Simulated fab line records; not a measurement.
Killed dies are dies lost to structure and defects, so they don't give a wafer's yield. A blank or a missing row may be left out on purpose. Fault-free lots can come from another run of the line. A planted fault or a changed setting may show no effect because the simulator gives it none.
Chamber matching	flow n5-finfet	N5_BEOL_M7_ALD_77 on ald-metal-02: 4 sister chambers
The step deposits TaN, target thk 2 nm, pulse time 2 s, purge time 3 s. 8 wafers are shown with their chamber, then 7 later ones without.

== WAFERS PAIRED WITH THEIR CHAMBERS ==
wafer	chamber	heater-power-w (W)
L077.1	0	439
L077.6	2	359
L081.2	1	406
L082.3	2	351
L082.4	3	382
L082.5	3	381
L084.2	1	408
L084.5	0	440

== WAFERS MISSING THEIR CHAMBER ==
wafer	heater-power-w (W)
L084.6	400
L087.2	442
L087.4	395
L087.5	408
L097.1	390
L097.3	357
L097.5	404

== WHICH CHAMBER EACH WENT THROUGH ==
wafer	from the rows above	in truth
L084.6	1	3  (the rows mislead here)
L087.2	0	0
L087.4	can't be placed: 1 or 3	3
L087.5	1	1
L097.1	3	3
L097.3	2	2
L097.5	1	1
Correct placement for 5 of the 7. Unplaceable from these rows: 1, with the true chamber sitting among the candidates in 1. Placed wrongly: 1.
How it was worked out, from the rows above alone: a wafer's distance from a chamber is the root of the sum, over the readings, of the square of ((its reading less the chamber's mean) divided by the reading's scatter). The wafer belongs to the nearest chamber; if the next one is less than 2 further off, it can't be placed. The mean given for a chamber averages the wafers shown for that chamber. The scatter is the square root of a quotient: the sum, over the shown wafers, of each reading's squared deviation from its chamber's mean, divided by wafers minus chambers.
